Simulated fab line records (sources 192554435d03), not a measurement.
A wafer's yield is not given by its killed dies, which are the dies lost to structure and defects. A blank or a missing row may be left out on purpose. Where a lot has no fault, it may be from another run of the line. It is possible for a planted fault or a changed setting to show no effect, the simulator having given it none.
Problem report, 8D (eight disciplines) form, completed by code | flow n5Finfet | the parts of the form that need people (team, actions taken, sign-off) are left out

## 1. WHAT WENT WRONG
biasW at N5_BEOL_M6_ETCH_62 reads a mean of 155.4 W on 1 wafer of 1 lot; wafers without a fault read 150.0 W with a standard deviation of 0.44. Measured from the usual mean, that is +12 standard deviations.
The step: etches SOC in N2/H2, target depth 110 nm, overetch 22 nm, time 165 s.
Earliest sighting: wafer L485.4 on rieDiel-04 at day 12 00:03. At this step, 15 wafers from 5 lots have a number in the record. By rule, "out" or "out of limits" means more than 4 standard deviations away from the usual mean. Any other wafer with a number is counted as sound.

## 2. WHAT IT IS, WHAT IT ISN'T
question                    | is                | is not
which readings at this step | biasW, rfVppV     | drypumpMotorCurrentA, oesProductAu, showerheadPlenumPTorr, throttleValvePct
which lots                  | L485              | L473, L486, L492, L494
which wafers of those lots  | L485.4            | L485.2, L485.6
read on which tools         | rieDiel-04        | rieDiel-05, rieDiel-06
when                        | from day 12 00:03 | up to then (5 sound wafers); but 9 sound wafers of L486, L492, L494 came after

## 3. WHAT RULES OUT EACH SUSPECT
Counting: if a tool at a process step up to the reading ran every lot that is out, it stays a suspect. Sound lots after the first of them don't rule it out here, since some wafers of a struck lot are sound.
- rieDiel-04 at N5_BEOL_M6_DESCUM_16 (chemistry O2, time 7.9 s): kept. It ran the lot that is out, L485 (day 11 23:58).
- rieDiel-04 at N5_BEOL_M6_ETCH_61 (etches SiARC in CF4, target depth 45.5 nm, time 75.8 s): kept. It ran the lot that is out, L485 (day 11 23:59).
- rieDiel-04 at N5_BEOL_M6_ETCH_62 (etches SOC in N2/H2, target depth 110 nm, overetch 22 nm, time 165 s): kept. It ran the lot that is out, L485 (day 12 00:03). Its own biasW, rfVppV readings are out on those wafers.
- Within rieDiel-04 at N5_BEOL_M6_DESCUM_16: the wafers that are out ran in chamber 2; their sound lot-mates ran in chambers 0, 3.
- Within rieDiel-04 at N5_BEOL_M6_ETCH_61: the wafers that are out ran in chamber 2; their sound lot-mates ran in chambers 0, 3.
- Within rieDiel-04 at N5_BEOL_M6_ETCH_62: the wafers that are out ran in chamber 2; their sound lot-mates ran in chambers 0, 3.
After the count, these remain: rieDiel-04 at N5_BEOL_M6_DESCUM_16, rieDiel-04 at N5_BEOL_M6_ETCH_61 and rieDiel-04 at N5_BEOL_M6_ETCH_62.

## 4. THE CAUSE (what the simulator had put in)
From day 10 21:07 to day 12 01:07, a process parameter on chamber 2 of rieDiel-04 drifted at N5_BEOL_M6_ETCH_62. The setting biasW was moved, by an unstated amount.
Of the 3 suspects that counting leaves, this tool is one.

## 5. SEQUENCE OF EFFECTS, ordered by route
Each row: a reading where the mean over the struck wafers with a number is more than 3 standard deviations away from the usual. Readings are gone through only where the record gives a usual standard deviation; hours: the median, over the lots, of the time from a lot's start at the first step in this table giving one to that lot's start at this step; sigmas: the change measured in usual standard deviations.
hours | step               | reading | usual   | on struck wafers | change | sigmas
0     | N5_BEOL_M6_ETCH_62 | biasW   | 150.0 W | 155.4            | +5.4   | +12
0     | N5_BEOL_M6_ETCH_62 | rfVppV  | 525.1 V | 537.7            | +12.6  | +5.5
Here are the process steps it includes:
- N5_BEOL_M6_ETCH_62: etches SOC in N2/H2, target depth 110 nm, overetch 22 nm, time 165 s.

## 6. WHAT WOULD HAVE CAUGHT IT SOONER
In this record no reading fell out of limits until day 12 00:03, 27 hours after the fault had begun at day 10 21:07.
